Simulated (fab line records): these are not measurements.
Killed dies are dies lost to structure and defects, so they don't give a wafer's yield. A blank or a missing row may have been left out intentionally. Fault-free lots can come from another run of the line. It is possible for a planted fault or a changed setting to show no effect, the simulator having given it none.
Which of the tools did it? | flow nandHarc | Sampling: 14 lots, 42 wafers, 6 of 1302 route steps

## WHAT THE GAUGES READ, wafer by wafer
NHARC_A_SOURCE_PLATE_THK_MEAS_06: measures by ellipsometry. Usual: 200.2 nm for thkNm, sd 2.5.
lot  | measured     | on           | thkNm (nm)        | flag
L241 | day 7 20:58  | filmMetro-01 | 200.5 204.5 201.4 | 
L240 | day 7 20:58  | filmMetro-02 | 196.8 198.3 197.5 | 
L243 | day 9 08:28  | filmMetro-02 | 200.8 200.8 203.6 | 
L244 | day 9 08:28  | filmMetro-01 | 200.0 198.5 197.9 | 
L247 | day 10 12:58 | filmMetro-01 | 201.5 202.6 199.7 | 
L252 | day 12 22:11 | filmMetro-02 | 195.4 196.7 198.4 | 
L255 | day 13 21:08 | filmMetro-01 | 199.8 197.6 197.8 | 
L254 | day 13 21:08 | filmMetro-02 | 201.4 202.2 199.1 | 
L256 | day 14 10:32 | filmMetro-01 | 199.0 197.0 201.9 | 
L257 | day 14 13:45 | filmMetro-01 | 194.9 197.9 194.6 | 
L259 | day 15 21:35 | filmMetro-02 | 202.0 202.9 203.4 | 
L261 | day 16 07:48 | filmMetro-01 | 202.6 201.9 204.3 | 
L262 | day 17 02:55 | filmMetro-01 | 200.8 200.6 202.4 | 
L263 | day 17 02:55 | filmMetro-01 | 202.7 197.8 200.4 | 

NHARC_A_SOURCE_PLATE_INSPECT_08. Usual: 53 for rawDefectCount, sd 21.
lot  | measured     | on               | rawDefectCount           | flag
L241 | day 7 21:02  | defectInspect-02 | 70 49 70                 | 
L240 | day 7 21:02  | defectInspect-01 | 29 50 17                 | 
L243 | day 9 08:33  | defectInspect-02 | 1004 929 954 983 926 960 | OFF
L244 | day 9 08:33  | defectInspect-01 | 948 913 916 936 914 920  | OFF
L247 | day 10 13:02 | defectInspect-01 | 53 78 60                 | 
L252 | day 12 22:18 | defectInspect-02 | 55 92 91                 | 
L255 | day 13 21:13 | defectInspect-01 | 25 36 64                 | 
L254 | day 13 21:13 | defectInspect-02 | 70 60 57                 | 
L256 | day 14 10:36 | defectInspect-02 | 54 70 35                 | 
L257 | day 14 13:50 | defectInspect-02 | 43 109 73                | 
L259 | day 15 21:40 | defectInspect-01 | 47 30 40                 | 
L261 | day 16 07:54 | defectInspect-01 | 55 36 32                 | 
L262 | day 17 02:59 | defectInspect-02 | 80 54 79                 | 
L263 | day 17 02:59 | defectInspect-02 | 41 63 75                 | 

NHARC_A_ONON_D1_THK_MEAS_02: measures by ellipsometry. Usual: 1000 nm for thkNm, sd 9.7.
lot  | measured     | on           | thkNm (nm)     | flag
L241 | day 7 21:37  | filmMetro-02 | 982 983 981    | 
L240 | day 7 21:37  | filmMetro-01 | 1002 1005 1004 | 
L243 | day 9 11:45  | filmMetro-02 | 990 989 988    | 
L244 | day 9 15:45  | filmMetro-01 | 992 989 991    | 
L247 | day 10 13:37 | filmMetro-01 | 1000 1000 1000 | 
L252 | day 12 22:52 | filmMetro-01 | 993 993 994    | 
L255 | day 13 21:47 | filmMetro-02 | 1015 1016 1016 | 
L254 | day 13 21:47 | filmMetro-01 | 996 997 999    | 
L256 | day 14 11:10 | filmMetro-01 | 1003 999 1002  | 
L257 | day 14 14:25 | filmMetro-02 | 996 996 997    | 
L259 | day 15 22:14 | filmMetro-02 | 1005 1004 1004 | 
L261 | day 16 08:29 | filmMetro-02 | 1003 1005 1004 | 
L262 | day 17 03:33 | filmMetro-01 | 1009 1009 1009 | 
L263 | day 17 03:34 | filmMetro-01 | 1005 1002 1004 | 

NHARC_END_SORT_01. Usual: killedAtArray 56, standard deviation 18; killedAtOther 1.4, standard deviation 1.5; killedAtPeriphery 4, standard deviation 3.1; killedDies 61, standard deviation 19; killedOpen 3.5, standard deviation 1.8; killedShort 2.4, standard deviation 1.4.
lot  | measured     | on        | killedAtArray | killedAtOther | killedAtPeriphery | killedDies | killedOpen | killedShort | flag
L244 | day 27 15:50 | prober-02 | 119 111       | 1 2           | 6 3               | 126 116    | 3 3        | 2 2         | OFF

## WHAT TOOL EACH LOT RAN ON (gives the tool, then ch and the chambers of the sampled wafers, and finally the start)
lot  | NHARC_P_BONDPAD_DEGAS_25    | NHARC_A_SOURCE_PLATE_CVD_03
L241 | pvdSputter-01, day 6 19:58  | lpcvdPoly-03 ch 0, day 7 10:58
L240 | pvdSputter-03, day 6 20:31  | lpcvdPoly-03 ch 0, day 7 10:58
L243 | pvdSputter-02, day 8 06:02  | lpcvdPoly-03 ch 0, day 8 21:59
L244 | pvdSputter-02, day 8 07:32  | lpcvdPoly-03 ch 0, day 8 21:59
L247 | pvdSputter-01, day 9 13:07  | lpcvdPoly-01 ch 0, day 10 02:35
L252 | pvdSputter-01, day 11 20:10 | lpcvdPoly-03 ch 0, day 12 10:18
L255 | pvdSputter-01, day 12 20:23 | lpcvdPoly-03 ch 0, day 13 10:03
L254 | pvdSputter-03, day 12 21:00 | lpcvdPoly-03 ch 0, day 13 10:03
L256 | pvdSputter-03, day 13 08:05 | lpcvdPoly-02 ch 0, day 13 23:39
L257 | pvdSputter-02, day 13 13:01 | lpcvdPoly-03 ch 0, day 14 03:19
L259 | pvdSputter-02, day 14 18:32 | lpcvdPoly-02 ch 0, day 15 08:51
L261 | pvdSputter-03, day 15 05:31 | lpcvdPoly-02 ch 0, day 15 21:22
L262 | pvdSputter-03, day 16 02:23 | lpcvdPoly-03 ch 0, day 16 16:25
L263 | pvdSputter-03, day 16 03:19 | lpcvdPoly-03 ch 0, day 16 16:25
- NHARC_P_BONDPAD_DEGAS_25: time 60 s.
- NHARC_A_SOURCE_PLATE_CVD_03: deposits poly-Si, target thk 200 nm, time 4000 s.

## WHAT THE TOOLS THEMSELVES READ (means of the sampled wafers that have a number; where no wafer has one, the mark that the record gives instead)
NHARC_P_BONDPAD_DEGAS_25. Usual: 473 W for heaterPowerW, sd 59.
lot  | tool          | heaterPowerW (W) | flag
L241 | pvdSputter-01 | 536              | 
L240 | pvdSputter-03 | 510              | 
L243 | pvdSputter-02 | 457              | 
L244 | pvdSputter-02 | 443              | 
L247 | pvdSputter-01 | 411              | 
L252 | pvdSputter-01 | 391              | 
L255 | pvdSputter-01 | 404              | 
L254 | pvdSputter-03 | 479              | 
L256 | pvdSputter-03 | 448              | 
L257 | pvdSputter-02 | 473              | 
L259 | pvdSputter-02 | 452              | 
L261 | pvdSputter-03 | 488              | 
L262 | pvdSputter-03 | 502              | 
L263 | pvdSputter-03 | 507              | 

NHARC_A_SOURCE_PLATE_CVD_03. Usual: spikeTcLowerC 620.0 C, standard deviation 1.8; zonePowerLowerPct 9.1 %, standard deviation 0.47.
lot  | tool         | spikeTcLowerC (C) | zonePowerLowerPct (%) | flag
L241 | lpcvdPoly-03 | 618.0             | 9.1                   | 
L240 | lpcvdPoly-03 | 618.9             | 9.1                   | 
L243 | lpcvdPoly-03 | 618.6             | 9.2                   | 
L244 | lpcvdPoly-03 | 619.3             | 9.2                   | 
L247 | lpcvdPoly-01 | 618.3             | 10.0                  | 
L252 | lpcvdPoly-03 | 618.8             | 9.3                   | 
L255 | lpcvdPoly-03 | 617.9             | 9.1                   | 
L254 | lpcvdPoly-03 | 619.3             | 9.0                   | 
L256 | lpcvdPoly-02 | 621.3             | 8.7                   | 
L257 | lpcvdPoly-03 | 618.1             | 9.2                   | 
L259 | lpcvdPoly-02 | 621.0             | 8.7                   | 
L261 | lpcvdPoly-02 | 622.7             | 8.7                   | 
L262 | lpcvdPoly-03 | 617.6             | 9.2                   | 
L263 | lpcvdPoly-03 | 618.8             | 9.2                   | 

## THE ANSWER, worked out from the rows above alone
Rule: a lot is off if the mean of its wafers that have a number lies more than 3 standard deviations from the usual mean. Also off: a lot with no number at a reading for which 4 or more lots have one. Where the step has rows for the other lots, those lots are counted as sound. Order of review: gauges by route order, followed by the tools' own readings, for which a lot's mean as printed above is used. The first step at which some lot is off is used, and at that step the reading that is off furthest; a lot without a number counts as furthest.
Off at NHARC_A_SOURCE_PLATE_INSPECT_08 (rawDefectCount): L243, L244.
If a tool, at a process step before that reading, ran all the lots that are off and no sound lot after the first of them, it fits. Gauges at NHARC_A_SOURCE_PLATE_INSPECT_08: tried the same way as those tools. Not one of the candidates tried fits.

## WHAT THE SIMULATOR HAD PUT IN
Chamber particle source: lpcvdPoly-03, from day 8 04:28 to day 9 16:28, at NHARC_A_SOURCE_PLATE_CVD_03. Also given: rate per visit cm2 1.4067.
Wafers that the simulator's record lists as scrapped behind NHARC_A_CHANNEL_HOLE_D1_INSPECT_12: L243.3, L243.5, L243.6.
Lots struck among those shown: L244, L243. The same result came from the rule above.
